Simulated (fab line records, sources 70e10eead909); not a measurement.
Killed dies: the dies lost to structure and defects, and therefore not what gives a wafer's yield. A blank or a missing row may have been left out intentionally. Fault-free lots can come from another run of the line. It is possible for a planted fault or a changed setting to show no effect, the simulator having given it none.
Chamber matching :: flow nand harc :: 4 sister chambers for NHARC_A_BLC_ALD_23 on ald metal-04
The step deposits TiN, target thk 3 nm, pulse time 1 s, ald cycles 150. 8 wafers are shown with their chamber, then 12 later ones without.

== WAFERS PAIRED WITH THEIR CHAMBERS ==
wafer: L082.5
chamber: 3
heater power w (W): 1168
precursor pulse height rel: 1.025

wafer: L084.1
chamber: 3
heater power w (W): 1117
precursor pulse height rel: 0.984

wafer: L084.5
chamber: 2
heater power w (W): 912
precursor pulse height rel: 0.982

wafer: L085.1
chamber: 2
heater power w (W): 916
precursor pulse height rel: 0.951

wafer: L085.6
chamber: 0
heater power w (W): 1051
precursor pulse height rel: 1.013

wafer: L087.1
chamber: 1
heater power w (W): 949
precursor pulse height rel: 1.006

wafer: L087.3
chamber: 0
heater power w (W): 977
precursor pulse height rel: 0.989

wafer: L087.5
chamber: 1
heater power w (W): 949
precursor pulse height rel: 1.006

== WAFERS WHOSE CHAMBER IS MISSING ==
wafer: L090.1
heater power w (W): 986
precursor pulse height rel: 1.021

wafer: L090.3
heater power w (W): 1105
precursor pulse height rel: 0.979

wafer: L090.5
heater power w (W): 970
precursor pulse height rel: 1.001

wafer: L092.3
heater power w (W): 1149
precursor pulse height rel: 1.036

wafer: L092.4
heater power w (W): 955
precursor pulse height rel: 0.997

wafer: L092.6
heater power w (W): 919
precursor pulse height rel: 0.996

wafer: L094.1
heater power w (W): 1042
precursor pulse height rel: 0.978

wafer: L094.3
heater power w (W): 960
precursor pulse height rel: 0.980

wafer: L094.4
heater power w (W): 1151
precursor pulse height rel: 0.980

wafer: L097.2
heater power w (W): 965
precursor pulse height rel: 1.039

wafer: L097.4
heater power w (W): 1004
precursor pulse height rel: 1.024

wafer: L097.5
heater power w (W): 989
precursor pulse height rel: 0.988

== CHAMBER TAKEN BY EACH ==
wafer: L090.1
from the rows above: can't be placed: 0 or 1
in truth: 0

wafer: L090.3
from the rows above: can't be placed: 3 or 0
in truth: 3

wafer: L090.5
from the rows above: can't be placed: 1 or 0 or 2
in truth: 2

wafer: L092.3
from the rows above: 3
in truth: 3

wafer: L092.4
from the rows above: can't be placed: 1 or 0 or 2
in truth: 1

wafer: L092.6
from the rows above: can't be placed: 1 or 2 or 0
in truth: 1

wafer: L094.1
from the rows above: can't be placed: 0 or 1 or 3
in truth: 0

wafer: L094.3
from the rows above: can't be placed: 1 or 2 or 0
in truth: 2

wafer: L094.4
from the rows above: 3
in truth: 3

wafer: L097.2
from the rows above: can't be placed: 1 or 0
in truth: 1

wafer: L097.4
from the rows above: can't be placed: 0 or 1
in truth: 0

wafer: L097.5
from the rows above: can't be placed: 0 or 1 or 2
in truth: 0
Placed correctly: 2 of 12. Cannot be placed on the basis of these rows: 10; the candidates contain the true chamber in 10. Placed wrongly: 0.
How it was worked out, from the rows above alone: a wafer's distance from a chamber is the root of the sum, over the readings, of the square of ((its reading less the chamber's mean) divided by the reading's scatter). If the next closest chamber is less than 2 further off than the closest, the wafer can't be placed; otherwise it belongs to the closest. The mean given for a chamber averages the wafers shown for that chamber. The scatter: take each reading less its chamber's mean, square it, sum over the shown wafers, divide by the number of wafers less the number of chambers, and take the root.
